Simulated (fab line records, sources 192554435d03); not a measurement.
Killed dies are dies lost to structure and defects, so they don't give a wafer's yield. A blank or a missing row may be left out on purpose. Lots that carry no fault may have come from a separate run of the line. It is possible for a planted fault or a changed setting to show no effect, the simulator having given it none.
Split-lot study :: flow n5 finfet :: route with 1938 steps; 7 lots, 21 wafers read

## SPLIT DETAILS
At N5_BEOL_M11_EXPOSE_08 (exposes mask M11), the setting dose mj was moved away from the recipe's 53.75 on 6 of the 21 wafers read, by +3.4% to +5.5%. This setting was run at the recipe's value on the other wafers.

## FROM THE SPLIT TO THE READING: what the file shows between them, 2 steps
- N5_BEOL_M11_PEB_09: peb time 60 s
- N5_BEOL_M11_DEVELOP_10: develop time 30 s

## THE READING
Shown in nm: cd nm at N5_BEOL_M11_CD_MEAS_11, with target cd 64.1 nm. On this fab line, fault-free wafers typically give 64.2 nm with a standard deviation of 0.57 nm.

wafer: L076.1
tool, chamber at the split: arfi scanner-01, 0
dose mj as run: 53.75
against the recipe: recipe
cd nm, nm: 65.0
against lot-mates on the recipe: -

wafer: L076.3
tool, chamber at the split: arfi scanner-01, 0
dose mj as run: 53.75
against the recipe: recipe
cd nm, nm: 64.8
against lot-mates on the recipe: -

wafer: L076.6
tool, chamber at the split: arfi scanner-01, 0
dose mj as run: 53.75
against the recipe: recipe
cd nm, nm: 64.1
against lot-mates on the recipe: -

wafer: L077.1
tool, chamber at the split: arfi scanner-01, 0
dose mj as run: 53.75
against the recipe: recipe
cd nm, nm: 63.5
against lot-mates on the recipe: -

wafer: L077.2
tool, chamber at the split: arfi scanner-01, 0
dose mj as run: 53.75
against the recipe: recipe
cd nm, nm: 63.8
against lot-mates on the recipe: -

wafer: L077.6
tool, chamber at the split: arfi scanner-01, 0
dose mj as run: 53.75
against the recipe: recipe
cd nm, nm: 64.1
against lot-mates on the recipe: -

wafer: L081.1
tool, chamber at the split: arfi scanner-02, 0
dose mj as run: 53.75
against the recipe: recipe
cd nm, nm: 63.7
against lot-mates on the recipe: -

wafer: L081.2
tool, chamber at the split: arfi scanner-02, 0
dose mj as run: 53.75
against the recipe: recipe
cd nm, nm: 63.9
against lot-mates on the recipe: -

wafer: L081.3
tool, chamber at the split: arfi scanner-02, 0
dose mj as run: 53.75
against the recipe: recipe
cd nm, nm: 64.2
against lot-mates on the recipe: -

wafer: L084.2
tool, chamber at the split: arfi scanner-02, 0
dose mj as run: 56.12
against the recipe: +4.4%
cd nm, nm: 67.5
against lot-mates on the recipe: +1.9

wafer: L084.4
tool, chamber at the split: arfi scanner-02, 0
dose mj as run: 53.75
against the recipe: recipe
cd nm, nm: 65.6
against lot-mates on the recipe: -

wafer: L084.6
tool, chamber at the split: arfi scanner-02, 0
dose mj as run: 56.12
against the recipe: +4.4%
cd nm, nm: 67.5
against lot-mates on the recipe: +1.9

wafer: L085.1
tool, chamber at the split: arfi scanner-03, 0
dose mj as run: 53.75
against the recipe: recipe
cd nm, nm: 63.8
against lot-mates on the recipe: -

wafer: L085.2
tool, chamber at the split: arfi scanner-03, 0
dose mj as run: 56.68
against the recipe: +5.5%
cd nm, nm: 66.9
against lot-mates on the recipe: +3.1

wafer: L085.5
tool, chamber at the split: arfi scanner-03, 0
dose mj as run: 56.68
against the recipe: +5.5%
cd nm, nm: 66.3
against lot-mates on the recipe: +2.5

wafer: L088.1
tool, chamber at the split: arfi scanner-02, 0
dose mj as run: 55.58
against the recipe: +3.4%
cd nm, nm: 66.7
against lot-mates on the recipe: +1.9

wafer: L088.5
tool, chamber at the split: arfi scanner-02, 0
dose mj as run: 55.58
against the recipe: +3.4%
cd nm, nm: 65.9
against lot-mates on the recipe: +1.1

wafer: L088.6
tool, chamber at the split: arfi scanner-02, 0
dose mj as run: 53.75
against the recipe: recipe
cd nm, nm: 64.8
against lot-mates on the recipe: -

wafer: L094.1
tool, chamber at the split: arfi scanner-01, 0
dose mj as run: 53.75
against the recipe: recipe
cd nm, nm: 64.2
against lot-mates on the recipe: -

wafer: L094.3
tool, chamber at the split: arfi scanner-01, 0
dose mj as run: 53.75
against the recipe: recipe
cd nm, nm: 63.8
against lot-mates on the recipe: -

wafer: L094.6
tool, chamber at the split: arfi scanner-01, 0
dose mj as run: 53.75
against the recipe: recipe
cd nm, nm: 64.2
against lot-mates on the recipe: -

THE FIT
A straight line over all 21 wafers: cd nm changes by +0.56 nm for each +1% of dose mj; r = +0.89; the points scatter about the line by 0.62 nm.
The same after taking each lot's own level away (the mean of its wafers on the recipe; 21 wafers): +0.475 nm for each +1%; r = +0.96; scatter 0.29 nm.
According to that fit, moving dose mj by its largest amount changes the reading by 2.6 nm.
From 63.80 to 65.60 nm: that is the span of the lots' own levels, equal to 3.2 times the standard deviation above.
So the lot-to-lot level changes the slope: the two fits differ.
Check: with one of the wafers moved furthest among these (+5.5%) left out of the fit, the line predicts +2.41 nm for it against its lot-mates. Against them it came out at +3.1 nm.

## ADDITIONAL SPLITS CARRIED BY THESE WAFERS
These wafers also went through other splits before the reading. Each is held against what the fit with the lots' levels taken away leaves over:
other split on the same wafers: N5_BEOL_M7_ILD_DEP_00 temp c
wafers away from the commonest value: 7
r with cd nm (lot level and that fit taken away): +0.27

other split on the same wafers: N5_BEOL_M7_COAT_05 spin rpm
wafers away from the commonest value: 7
r with cd nm (lot level and that fit taken away): +0.15

other split on the same wafers: N5_BEOL_M9_COAT_75 spin rpm
wafers away from the commonest value: 5
r with cd nm (lot level and that fit taken away): +0.24

other split on the same wafers: N5_BEOL_M11_ILD_DEP_00 time s
wafers away from the commonest value: 11
r with cd nm (lot level and that fit taken away): -0.37

## THE WHOLE CHAIN: every reading that the file lists as answering this split, in the file's order
step: N5_BEOL_M11_CD_MEAS_11
what it does: target cd 64.1 nm
reading: cd nm
change (the file's fit): +0.469 nm for each +1% of the setting
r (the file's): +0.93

step: N5_BEOL_M11_ETCH_61
what it does: etches SiARC in CF4, target depth 39 nm, time 65 s
reading: BEOL_M11.cd offset nm (the simulator's own value, which no gauge read)
change (the file's fit): +0.499 nm for each +1% of the setting
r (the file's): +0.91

step: N5_BEOL_M11_ETCH_62
what it does: etches SOC in N2/H2, target depth 110 nm, overetch 22 nm, time 165 s
reading: BEOL_M11.cd offset nm (the simulator's own value, which no gauge read)
change (the file's fit): +0.428 nm for each +1% of the setting
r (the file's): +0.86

step: N5_BEOL_M11_HM_OPEN_17
what it does: chemistry Cl2/BCl3, target TiN, target depth 20 nm, overetch 6 nm
reading: BEOL_M11.cd offset nm (the simulator's own value, which no gauge read)
change (the file's fit): +0.439 nm for each +1% of the setting
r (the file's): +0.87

## THE FILE'S OWN FIT
cd nm changes by +0.469 nm for each +1% of dose mj, r = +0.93.
